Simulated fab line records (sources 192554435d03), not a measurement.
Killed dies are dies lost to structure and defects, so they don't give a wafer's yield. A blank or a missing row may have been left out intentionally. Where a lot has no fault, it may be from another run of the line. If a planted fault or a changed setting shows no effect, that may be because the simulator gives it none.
Which tool did it? / flow n5Finfet / 24 lots, 72 wafers sampled, at 4 steps of a route of 1938

WHAT THE GAUGES SHOWED, per wafer
N5_HKMG_FIN_INSPECT_28: inspects for defects (darkfield). Usual: 38 for rawDefectCount, sd 15.
lot=L074; measured=day 4 09:12; on=defectInspect-02; rawDefectCount=27 36 36; flag=
lot=L075; measured=day 4 12:47; on=defectInspect-02; rawDefectCount=20 40 23; flag=
lot=L076; measured=day 4 19:08; on=defectInspect-01; rawDefectCount=18 49 69; flag=
lot=L077; measured=day 5 01:41; on=defectInspect-01; rawDefectCount=43 27 40; flag=
lot=L078; measured=day 5 09:02; on=defectInspect-01; rawDefectCount=45 49 22; flag=
lot=L079; measured=day 5 12:43; on=defectInspect-02; rawDefectCount=83 59 42; flag=
lot=L080; measured=day 5 19:51; on=defectInspect-02; rawDefectCount=29 15 30; flag=
lot=L081; measured=day 6 01:09; on=defectInspect-01; rawDefectCount=9 14 25; flag=
lot=L082; measured=day 6 07:58; on=defectInspect-02; rawDefectCount=32 59 51; flag=
lot=L083; measured=day 6 14:26; on=defectInspect-02; rawDefectCount=29 27 42; flag=
lot=L084; measured=day 6 19:40; on=defectInspect-02; rawDefectCount=23 16 34; flag=
lot=L085; measured=day 7 02:11; on=defectInspect-01; rawDefectCount=31 40 14; flag=
lot=L086; measured=day 7 10:48; on=defectInspect-01; rawDefectCount=69 54 68; flag=
lot=L087; measured=day 7 14:03; on=defectInspect-02; rawDefectCount=33 46 29; flag=
lot=L088; measured=day 7 19:06; on=defectInspect-02; rawDefectCount=67 48 51; flag=
lot=L089; measured=day 8 01:34; on=defectInspect-01; rawDefectCount=45 63 33; flag=
lot=L090; measured=day 8 06:49; on=defectInspect-02; rawDefectCount=35 16 52; flag=
lot=L091; measured=day 8 15:55; on=defectInspect-02; rawDefectCount=18 38 36; flag=
lot=L092; measured=day 8 20:27; on=defectInspect-02; rawDefectCount=17 27 20; flag=
lot=L093; measured=day 9 03:46; on=defectInspect-02; rawDefectCount=24 39 38; flag=
lot=L094; measured=day 9 09:52; on=defectInspect-01; rawDefectCount=29 42 41; flag=
lot=L095; measured=day 9 19:51; on=defectInspect-01; rawDefectCount=36 43 44; flag=
lot=L096; measured=day 9 21:35; on=defectInspect-01; rawDefectCount=12 23 52; flag=
lot=L097; measured=day 10 03:46; on=defectInspect-02; rawDefectCount=16 21 19; flag=

WHAT TOOL EACH LOT RAN ON (gives the tool, then ch and the chambers of the sampled wafers, and finally the start)
lot=L074; N5_HKMG_FIN_ETCH_32=rieDiel-02 ch 0,2,3, day 4 04:55; N5_HKMG_FIN_STRIP_89=rieDiel-03 ch 0,1,2, day 4 06:12; N5_HKMG_FIN_CMP_94=cmp-02 ch 0,1,3, day 4 08:58
lot=L075; N5_HKMG_FIN_ETCH_32=rieDiel-03 ch 0,2,3, day 4 08:30; N5_HKMG_FIN_STRIP_89=rieDiel-01 ch 0,1,2, day 4 09:47; N5_HKMG_FIN_CMP_94=cmp-01 ch 0,2,3, day 4 12:34
lot=L076; N5_HKMG_FIN_ETCH_32=rieDiel-02 ch 2,3, day 4 14:50; N5_HKMG_FIN_STRIP_89=rieDiel-02 ch 0,2, day 4 16:07; N5_HKMG_FIN_CMP_94=cmp-04 ch 0,1,2, day 4 18:54
lot=L077; N5_HKMG_FIN_ETCH_32=rieDiel-02 ch 0,3, day 4 21:22; N5_HKMG_FIN_STRIP_89=rieDiel-02 ch 0,1,3, day 4 22:40; N5_HKMG_FIN_CMP_94=cmp-02 ch 0,1,3, day 5 01:26
lot=L078; N5_HKMG_FIN_ETCH_32=rieDiel-01 ch 0,1,3, day 5 04:44; N5_HKMG_FIN_STRIP_89=rieDiel-03 ch 1,2,3, day 5 06:01; N5_HKMG_FIN_CMP_94=cmp-04 ch 0,2,3, day 5 08:48
lot=L079; N5_HKMG_FIN_ETCH_32=rieDiel-01 ch 0,1,3, day 5 08:20; N5_HKMG_FIN_STRIP_89=rieDiel-03 ch 1,3, day 5 09:43; N5_HKMG_FIN_CMP_94=cmp-04 ch 0,1,2, day 5 12:29
lot=L080; N5_HKMG_FIN_ETCH_32=rieDiel-01 ch 0,2, day 5 15:32; N5_HKMG_FIN_STRIP_89=rieDiel-01 ch 0,2, day 5 16:50; N5_HKMG_FIN_CMP_94=cmp-01 ch 0,2,3, day 5 19:40
lot=L081; N5_HKMG_FIN_ETCH_32=rieDiel-02 ch 0,1,3, day 5 20:49; N5_HKMG_FIN_STRIP_89=rieDiel-02 ch 2,3, day 5 22:01; N5_HKMG_FIN_CMP_94=cmp-04 ch 0,1,3, day 6 00:59
lot=L082; N5_HKMG_FIN_ETCH_32=rieDiel-03 ch 0,2,3, day 6 03:33; N5_HKMG_FIN_STRIP_89=rieDiel-03 ch 0,1,2, day 6 04:50; N5_HKMG_FIN_CMP_94=cmp-01 ch 0,1, day 6 07:46
lot=L083; N5_HKMG_FIN_ETCH_32=rieDiel-01 ch 1,2, day 6 09:57; N5_HKMG_FIN_STRIP_89=rieDiel-01 ch 0,1, day 6 11:14; N5_HKMG_FIN_CMP_94=cmp-01 ch 1,2, day 6 14:14
lot=L084; N5_HKMG_FIN_ETCH_32=rieDiel-01 ch 0,2,3, day 6 15:22; N5_HKMG_FIN_STRIP_89=rieDiel-02 ch 0,1,2, day 6 16:39; N5_HKMG_FIN_CMP_94=cmp-02 ch 0,2,3, day 6 19:26
lot=L085; N5_HKMG_FIN_ETCH_32=rieDiel-02 ch 0,1,2, day 6 21:53; N5_HKMG_FIN_STRIP_89=rieDiel-01 ch 0,2,3, day 6 23:11; N5_HKMG_FIN_CMP_94=cmp-02 ch 0,1, day 7 01:57
lot=L086; N5_HKMG_FIN_ETCH_32=rieDiel-02 ch 0,2, day 7 05:52; N5_HKMG_FIN_STRIP_89=rieDiel-01 ch 1,2,3, day 7 07:09; N5_HKMG_FIN_CMP_94=cmp-04 ch 1,2,3, day 7 10:36
lot=L087; N5_HKMG_FIN_ETCH_32=rieDiel-02 ch 0,1, day 7 09:45; N5_HKMG_FIN_STRIP_89=rieDiel-02 ch 2,3, day 7 11:03; N5_HKMG_FIN_CMP_94=cmp-01 ch 1,2,3, day 7 13:53
lot=L088; N5_HKMG_FIN_ETCH_32=rieDiel-03 ch 2,3, day 7 14:49; N5_HKMG_FIN_STRIP_89=rieDiel-03 ch 1,3, day 7 16:05; N5_HKMG_FIN_CMP_94=cmp-01 ch 0,1, day 7 18:52
lot=L089; N5_HKMG_FIN_ETCH_32=rieDiel-02 ch 1,2,3, day 7 21:16; N5_HKMG_FIN_STRIP_89=rieDiel-02 ch 0,1,3, day 7 22:34; N5_HKMG_FIN_CMP_94=cmp-04 ch 0,2, day 8 01:20
lot=L090; N5_HKMG_FIN_ETCH_32=rieDiel-02 ch 1,2, day 8 02:05; N5_HKMG_FIN_STRIP_89=rieDiel-03 ch 0,2,3, day 8 03:28; N5_HKMG_FIN_CMP_94=cmp-01 ch 0,3, day 8 06:35
lot=L091; N5_HKMG_FIN_ETCH_32=rieDiel-02 ch 0,3, day 8 11:36; N5_HKMG_FIN_STRIP_89=rieDiel-01 ch 0,1,2, day 8 12:55; N5_HKMG_FIN_CMP_94=cmp-04 ch 1,2, day 8 15:43
lot=L092; N5_HKMG_FIN_ETCH_32=rieDiel-02 ch 0,2,3, day 8 16:02; N5_HKMG_FIN_STRIP_89=rieDiel-02 ch 2,3, day 8 17:19; N5_HKMG_FIN_CMP_94=cmp-02 ch 0,1,3, day 8 20:13
lot=L093; N5_HKMG_FIN_ETCH_32=rieDiel-03 ch 0,2,3, day 8 23:17; N5_HKMG_FIN_STRIP_89=rieDiel-03 ch 0,2,3, day 9 00:35; N5_HKMG_FIN_CMP_94=cmp-02 ch 1,3, day 9 03:34
lot=L094; N5_HKMG_FIN_ETCH_32=rieDiel-01 ch 0,2, day 9 05:25; N5_HKMG_FIN_STRIP_89=rieDiel-02 ch 2,3, day 9 06:42; N5_HKMG_FIN_CMP_94=cmp-01 ch 1,3, day 9 09:39
lot=L095; N5_HKMG_FIN_ETCH_32=rieDiel-02 ch 0,1,2, day 9 15:24; N5_HKMG_FIN_STRIP_89=rieDiel-03 ch 1,3, day 9 16:43; N5_HKMG_FIN_CMP_94=cmp-01 ch 1,2, day 9 19:37
lot=L096; N5_HKMG_FIN_ETCH_32=rieDiel-02 ch 0,3, day 9 16:56; N5_HKMG_FIN_STRIP_89=rieDiel-03 ch 1,3, day 9 18:26; N5_HKMG_FIN_CMP_94=cmp-04 ch 0,3, day 9 21:23
lot=L097; N5_HKMG_FIN_ETCH_32=rieDiel-03 ch 1,2,3, day 9 23:23; N5_HKMG_FIN_STRIP_89=rieDiel-03 ch 1,2,3, day 10 00:37; N5_HKMG_FIN_CMP_94=cmp-01 ch 1,2, day 10 03:34
- N5_HKMG_FIN_ETCH_32: etches SOC in N2/H2, target depth 240 nm, time 300 s.
- N5_HKMG_FIN_STRIP_89: strips SOC in N2/H2, time 20 s.
- N5_HKMG_FIN_CMP_94: polishes, stops on SiNx, t overpolish 4.7 s, target thk 43.299 nm.

WHAT THE TOOLS THEMSELVES READ (means of the sampled wafers that have a number; where no wafer has one, the mark that the record gives instead)
N5_HKMG_FIN_ETCH_32. Usual: chamberPressureMTorr 29.999 mTorr, standard deviation 0.024; drypumpMotorCurrentA 5.7 A, standard deviation 0.46; oesProductAu 0.78 a.u., standard deviation 0.097; rfVppV 523.6 V, standard deviation 3; showerheadPlenumPTorr 2.53 Torr, standard deviation 0.11; throttleValvePct 17.89 %, standard deviation 0.27.
lot=L074; tool=rieDiel-02; chamberPressureMTorr (mTorr)=30.005; drypumpMotorCurrentA (A)=5.6; oesProductAu (a.u.)=0.78; rfVppV (V)=521.8; showerheadPlenumPTorr (Torr)=2.48; throttleValvePct (%)=18.08; flag=
lot=L075; tool=rieDiel-03; chamberPressureMTorr (mTorr)=30.017; drypumpMotorCurrentA (A)=5.7; oesProductAu (a.u.)=0.78; rfVppV (V)=523.7; showerheadPlenumPTorr (Torr)=2.52; throttleValvePct (%)=17.73; flag=
lot=L076; tool=rieDiel-02; chamberPressureMTorr (mTorr)=30.011; drypumpMotorCurrentA (A)=5.7; oesProductAu (a.u.)=0.78; rfVppV (V)=520.8; showerheadPlenumPTorr (Torr)=2.47; throttleValvePct (%)=18.16; flag=
lot=L077; tool=rieDiel-02; chamberPressureMTorr (mTorr)=29.996; drypumpMotorCurrentA (A)=5.5; oesProductAu (a.u.)=0.78; rfVppV (V)=522.8; showerheadPlenumPTorr (Torr)=2.49; throttleValvePct (%)=18.01; flag=
lot=L078; tool=rieDiel-01; chamberPressureMTorr (mTorr)=29.989; drypumpMotorCurrentA (A)=5.9; oesProductAu (a.u.)=0.73; rfVppV (V)=525.3; showerheadPlenumPTorr (Torr)=2.61; throttleValvePct (%)=17.99; flag=
lot=L079; tool=rieDiel-01; chamberPressureMTorr (mTorr)=29.963; drypumpMotorCurrentA (A)=5.9; oesProductAu (a.u.)=0.73; rfVppV (V)=525.0; showerheadPlenumPTorr (Torr)=2.61; throttleValvePct (%)=17.99; flag=
lot=L080; tool=rieDiel-01; chamberPressureMTorr (mTorr)=29.989; drypumpMotorCurrentA (A)=5.6; oesProductAu (a.u.)=0.77; rfVppV (V)=525.4; showerheadPlenumPTorr (Torr)=2.59; throttleValvePct (%)=17.68; flag=
lot=L081; tool=rieDiel-02; chamberPressureMTorr (mTorr)=30.006; drypumpMotorCurrentA (A)=5.8; oesProductAu (a.u.)=0.75; rfVppV (V)=521.3; showerheadPlenumPTorr (Torr)=2.48; throttleValvePct (%)=17.97; flag=
lot=L082; tool=rieDiel-03; chamberPressureMTorr (mTorr)=30.004; drypumpMotorCurrentA (A)=5.7; oesProductAu (a.u.)=0.77; rfVppV (V)=522.7; showerheadPlenumPTorr (Torr)=2.51; throttleValvePct (%)=17.76; flag=
lot=L083; tool=rieDiel-01; chamberPressureMTorr (mTorr)=29.995; drypumpMotorCurrentA (A)=5.4; oesProductAu (a.u.)=0.85; rfVppV (V)=522.1; showerheadPlenumPTorr (Torr)=2.50; throttleValvePct (%)=17.56; flag=
lot=L084; tool=rieDiel-01; chamberPressureMTorr (mTorr)=29.993; drypumpMotorCurrentA (A)=5.6; oesProductAu (a.u.)=0.77; rfVppV (V)=525.2; showerheadPlenumPTorr (Torr)=2.58; throttleValvePct (%)=17.86; flag=
lot=L085; tool=rieDiel-02; chamberPressureMTorr (mTorr)=30.025; drypumpMotorCurrentA (A)=5.4; oesProductAu (a.u.)=0.78; rfVppV (V)=523.3; showerheadPlenumPTorr (Torr)=2.52; throttleValvePct (%)=18.04; flag=
lot=L086; tool=rieDiel-02; chamberPressureMTorr (mTorr)=29.972; drypumpMotorCurrentA (A)=5.2; oesProductAu (a.u.)=0.86; rfVppV (V)=526.0; showerheadPlenumPTorr (Torr)=2.62; throttleValvePct (%)=18.01; flag=
lot=L087; tool=rieDiel-02; chamberPressureMTorr (mTorr)=30.015; drypumpMotorCurrentA (A)=5.6; oesProductAu (a.u.)=0.69; rfVppV (V)=520.0; showerheadPlenumPTorr (Torr)=2.41; throttleValvePct (%)=18.09; flag=
lot=L088; tool=rieDiel-03; chamberPressureMTorr (mTorr)=29.994; drypumpMotorCurrentA (A)=5.9; oesProductAu (a.u.)=0.81; rfVppV (V)=524.8; showerheadPlenumPTorr (Torr)=2.55; throttleValvePct (%)=17.61; flag=
lot=L089; tool=rieDiel-02; chamberPressureMTorr (mTorr)=30.012; drypumpMotorCurrentA (A)=5.8; oesProductAu (a.u.)=0.82; rfVppV (V)=523.8; showerheadPlenumPTorr (Torr)=2.57; throttleValvePct (%)=17.93; flag=
lot=L090; tool=rieDiel-02; chamberPressureMTorr (mTorr)=29.990; drypumpMotorCurrentA (A)=5.5; oesProductAu (a.u.)=0.84; rfVppV (V)=525.3; showerheadPlenumPTorr (Torr)=2.61; throttleValvePct (%)=17.98; flag=
lot=L091; tool=rieDiel-02; chamberPressureMTorr (mTorr)=29.987; drypumpMotorCurrentA (A)=6.0; oesProductAu (a.u.)=0.80; rfVppV (V)=523.5; showerheadPlenumPTorr (Torr)=2.53; throttleValvePct (%)=17.94; flag=
lot=L092; tool=rieDiel-02; chamberPressureMTorr (mTorr)=30.017; drypumpMotorCurrentA (A)=5.6; oesProductAu (a.u.)=0.82; rfVppV (V)=524.0; showerheadPlenumPTorr (Torr)=2.57; throttleValvePct (%)=17.98; flag=
lot=L093; tool=rieDiel-03; chamberPressureMTorr (mTorr)=30.004; drypumpMotorCurrentA (A)=5.7; oesProductAu (a.u.)=0.73; rfVppV (V)=523.3; showerheadPlenumPTorr (Torr)=2.50; throttleValvePct (%)=17.81; flag=
lot=L094; tool=rieDiel-01; chamberPressureMTorr (mTorr)=29.997; drypumpMotorCurrentA (A)=5.6; oesProductAu (a.u.)=0.74; rfVppV (V)=526.2; showerheadPlenumPTorr (Torr)=2.58; throttleValvePct (%)=17.73; flag=
lot=L095; tool=rieDiel-02; chamberPressureMTorr (mTorr)=30.000; drypumpMotorCurrentA (A)=5.4; oesProductAu (a.u.)=0.84; rfVppV (V)=525.2; showerheadPlenumPTorr (Torr)=2.61; throttleValvePct (%)=17.92; flag=
lot=L096; tool=rieDiel-02; chamberPressureMTorr (mTorr)=30.010; drypumpMotorCurrentA (A)=5.5; oesProductAu (a.u.)=0.74; rfVppV (V)=520.8; showerheadPlenumPTorr (Torr)=2.47; throttleValvePct (%)=18.08; flag=
lot=L097; tool=rieDiel-03; chamberPressureMTorr (mTorr)=30.001; drypumpMotorCurrentA (A)=5.9; oesProductAu (a.u.)=0.83; rfVppV (V)=523.1; showerheadPlenumPTorr (Torr)=2.52; throttleValvePct (%)=17.54; flag=

N5_HKMG_FIN_STRIP_89. Usual: chamberPressureMTorr 50.00 mTorr, standard deviation 0.05; drypumpMotorCurrentA 5.7 A, standard deviation 0.43; oesProductAu 0.79 a.u., standard deviation 0.099; powerW 500.1 W, standard deviation 1.5; rfVppV 54.1 V, standard deviation 0.8; showerheadPlenumPTorr 3.35 Torr, standard deviation 0.11; throttleValvePct 19.0 %, standard deviation 0.39.
lot=L074; tool=rieDiel-03; chamberPressureMTorr (mTorr)=50.02; drypumpMotorCurrentA (A)=5.7; oesProductAu (a.u.)=0.72; powerW (W)=499.2; rfVppV (V)=54.6; showerheadPlenumPTorr (Torr)=3.29; throttleValvePct (%)=18.9; flag=
lot=L075; tool=rieDiel-01; chamberPressureMTorr (mTorr)=49.99; drypumpMotorCurrentA (A)=5.7; oesProductAu (a.u.)=0.82; powerW (W)=498.9; rfVppV (V)=54.7; showerheadPlenumPTorr (Torr)=3.38; throttleValvePct (%)=18.6; flag=
lot=L076; tool=rieDiel-02; chamberPressureMTorr (mTorr)=49.99; drypumpMotorCurrentA (A)=5.1; oesProductAu (a.u.)=0.72; powerW (W)=498.9; rfVppV (V)=53.7; showerheadPlenumPTorr (Torr)=3.21; throttleValvePct (%)=19.5; flag=
lot=L077; tool=rieDiel-02; chamberPressureMTorr (mTorr)=49.99; drypumpMotorCurrentA (A)=5.8; oesProductAu (a.u.)=0.76; powerW (W)=501.4; rfVppV (V)=53.6; showerheadPlenumPTorr (Torr)=3.28; throttleValvePct (%)=19.1; flag=
lot=L078; tool=rieDiel-03; chamberPressureMTorr (mTorr)=50.07; drypumpMotorCurrentA (A)=5.9; oesProductAu (a.u.)=0.78; powerW (W)=499.5; rfVppV (V)=54.2; showerheadPlenumPTorr (Torr)=3.35; throttleValvePct (%)=18.8; flag=
lot=L079; tool=rieDiel-03; chamberPressureMTorr (mTorr)=49.96; drypumpMotorCurrentA (A)=6.1; oesProductAu (a.u.)=0.82; powerW (W)=499.3; rfVppV (V)=53.0; showerheadPlenumPTorr (Torr)=3.37; throttleValvePct (%)=19.0; flag=
lot=L080; tool=rieDiel-01; chamberPressureMTorr (mTorr)=50.02; drypumpMotorCurrentA (A)=5.3; oesProductAu (a.u.)=0.87; powerW (W)=500.8; rfVppV (V)=53.5; showerheadPlenumPTorr (Torr)=3.35; throttleValvePct (%)=18.4; flag=
lot=L081; tool=rieDiel-02; chamberPressureMTorr (mTorr)=49.96; drypumpMotorCurrentA (A)=5.7; oesProductAu (a.u.)=0.96; powerW (W)=497.3; rfVppV (V)=53.8; showerheadPlenumPTorr (Torr)=3.54; throttleValvePct (%)=19.2; flag=
lot=L082; tool=rieDiel-03; chamberPressureMTorr (mTorr)=50.02; drypumpMotorCurrentA (A)=5.7; oesProductAu (a.u.)=0.71; powerW (W)=499.7; rfVppV (V)=53.9; showerheadPlenumPTorr (Torr)=3.28; throttleValvePct (%)=18.9; flag=
lot=L083; tool=rieDiel-01; chamberPressureMTorr (mTorr)=49.99; drypumpMotorCurrentA (A)=6.0; oesProductAu (a.u.)=0.72; powerW (W)=501.2; rfVppV (V)=54.5; showerheadPlenumPTorr (Torr)=3.40; throttleValvePct (%)=18.8; flag=
lot=L084; tool=rieDiel-02; chamberPressureMTorr (mTorr)=49.96; drypumpMotorCurrentA (A)=5.4; oesProductAu (a.u.)=0.78; powerW (W)=500.6; rfVppV (V)=54.5; showerheadPlenumPTorr (Torr)=3.33; throttleValvePct (%)=19.2; flag=
lot=L085; tool=rieDiel-01; chamberPressureMTorr (mTorr)=50.00; drypumpMotorCurrentA (A)=5.6; oesProductAu (a.u.)=0.78; powerW (W)=498.3; rfVppV (V)=54.4; showerheadPlenumPTorr (Torr)=3.41; throttleValvePct (%)=18.9; flag=
lot=L086; tool=rieDiel-01; chamberPressureMTorr (mTorr)=50.01; drypumpMotorCurrentA (A)=5.7; oesProductAu (a.u.)=0.79; powerW (W)=499.8; rfVppV (V)=53.7; showerheadPlenumPTorr (Torr)=3.36; throttleValvePct (%)=18.9; flag=
lot=L087; tool=rieDiel-02; chamberPressureMTorr (mTorr)=49.97; drypumpMotorCurrentA (A)=6.0; oesProductAu (a.u.)=0.88; powerW (W)=500.2; rfVppV (V)=53.9; showerheadPlenumPTorr (Torr)=3.47; throttleValvePct (%)=19.2; flag=
lot=L088; tool=rieDiel-03; chamberPressureMTorr (mTorr)=49.96; drypumpMotorCurrentA (A)=6.1; oesProductAu (a.u.)=0.74; powerW (W)=499.6; rfVppV (V)=54.4; showerheadPlenumPTorr (Torr)=3.33; throttleValvePct (%)=19.0; flag=
lot=L089; tool=rieDiel-02; chamberPressureMTorr (mTorr)=49.98; drypumpMotorCurrentA (A)=5.8; oesProductAu (a.u.)=0.73; powerW (W)=500.1; rfVppV (V)=53.9; showerheadPlenumPTorr (Torr)=3.27; throttleValvePct (%)=19.2; flag=
lot=L090; tool=rieDiel-03; chamberPressureMTorr (mTorr)=50.01; drypumpMotorCurrentA (A)=5.7; oesProductAu (a.u.)=0.74; powerW (W)=500.0; rfVppV (V)=53.5; showerheadPlenumPTorr (Torr)=3.31; throttleValvePct (%)=18.9; flag=
lot=L091; tool=rieDiel-01; chamberPressureMTorr (mTorr)=50.01; drypumpMotorCurrentA (A)=5.7; oesProductAu (a.u.)=0.77; powerW (W)=500.9; rfVppV (V)=54.2; showerheadPlenumPTorr (Torr)=3.37; throttleValvePct (%)=18.6; flag=
lot=L092; tool=rieDiel-02; chamberPressureMTorr (mTorr)=49.98; drypumpMotorCurrentA (A)=6.0; oesProductAu (a.u.)=0.86; powerW (W)=498.4; rfVppV (V)=55.2; showerheadPlenumPTorr (Torr)=3.47; throttleValvePct (%)=19.2; flag=
lot=L093; tool=rieDiel-03; chamberPressureMTorr (mTorr)=50.00; drypumpMotorCurrentA (A)=5.7; oesProductAu (a.u.)=0.73; powerW (W)=501.1; rfVppV (V)=54.2; showerheadPlenumPTorr (Torr)=3.30; throttleValvePct (%)=18.9; flag=
lot=L094; tool=rieDiel-02; chamberPressureMTorr (mTorr)=49.98; drypumpMotorCurrentA (A)=5.7; oesProductAu (a.u.)=0.88; powerW (W)=501.1; rfVppV (V)=54.2; showerheadPlenumPTorr (Torr)=3.52; throttleValvePct (%)=19.2; flag=
lot=L095; tool=rieDiel-03; chamberPressureMTorr (mTorr)=50.00; drypumpMotorCurrentA (A)=6.1; oesProductAu (a.u.)=0.87; powerW (W)=501.2; rfVppV (V)=53.9; showerheadPlenumPTorr (Torr)=3.35; throttleValvePct (%)=18.9; flag=
lot=L096; tool=rieDiel-03; chamberPressureMTorr (mTorr)=49.98; drypumpMotorCurrentA (A)=6.1; oesProductAu (a.u.)=0.87; powerW (W)=501.4; rfVppV (V)=54.8; showerheadPlenumPTorr (Torr)=3.35; throttleValvePct (%)=18.9; flag=
lot=L097; tool=rieDiel-03; chamberPressureMTorr (mTorr)=50.02; drypumpMotorCurrentA (A)=5.9; oesProductAu (a.u.)=0.82; powerW (W)=499.8; rfVppV (V)=54.1; showerheadPlenumPTorr (Torr)=3.33; throttleValvePct (%)=18.7; flag=

N5_HKMG_FIN_CMP_94. Usual: 11.9 A for motorCurrentA, sd 1.1.
lot=L074; tool=cmp-02; motorCurrentA (A)=13.0; flag=
lot=L075; tool=cmp-01; motorCurrentA (A)=11.3; flag=
lot=L076; tool=cmp-04; motorCurrentA (A)=11.5; flag=
lot=L077; tool=cmp-02; motorCurrentA (A)=13.3; flag=
lot=L078; tool=cmp-04; motorCurrentA (A)=12.2; flag=
lot=L079; tool=cmp-04; motorCurrentA (A)=11.2; flag=
lot=L080; tool=cmp-01; motorCurrentA (A)=11.7; flag=
lot=L081; tool=cmp-04; motorCurrentA (A)=10.9; flag=
lot=L082; tool=cmp-01; motorCurrentA (A)=11.2; flag=
lot=L083; tool=cmp-01; motorCurrentA (A)=11.4; flag=
lot=L084; tool=cmp-02; motorCurrentA (A)=12.2; flag=
lot=L085; tool=cmp-02; motorCurrentA (A)=13.3; flag=
lot=L086; tool=cmp-04; motorCurrentA (A)=12.0; flag=
lot=L087; tool=cmp-01; motorCurrentA (A)=11.7; flag=
lot=L088; tool=cmp-01; motorCurrentA (A)=11.6; flag=
lot=L089; tool=cmp-04; motorCurrentA (A)=12.0; flag=
lot=L090; tool=cmp-01; motorCurrentA (A)=11.5; flag=
lot=L091; tool=cmp-04; motorCurrentA (A)=12.5; flag=
lot=L092; tool=cmp-02; motorCurrentA (A)=12.8; flag=
lot=L093; tool=cmp-02; motorCurrentA (A)=13.4; flag=
lot=L094; tool=cmp-01; motorCurrentA (A)=11.0; flag=
lot=L095; tool=cmp-01; motorCurrentA (A)=11.2; flag=
lot=L096; tool=cmp-04; motorCurrentA (A)=11.1; flag=
lot=L097; tool=cmp-01; motorCurrentA (A)=12.0; flag=

THE ANSWER, worked out from the rows above alone
Rule: a lot is off if the mean of its wafers that have a number lies more than 3 standard deviations from the usual mean. Also off: a lot with no number at a reading for which 4 or more lots have one. Where the step has rows for the other lots, those lots are counted as sound. After the gauges, taken in route order, come the tools' own readings; for these a lot's mean is taken, as printed above. The first step at which some lot is off is used, and at that step the reading that is off furthest; a lot without a number counts as furthest.
No lot is off on any of the readings shown, so nothing can be concluded from this.

WHAT THE SIMULATOR PUT IN
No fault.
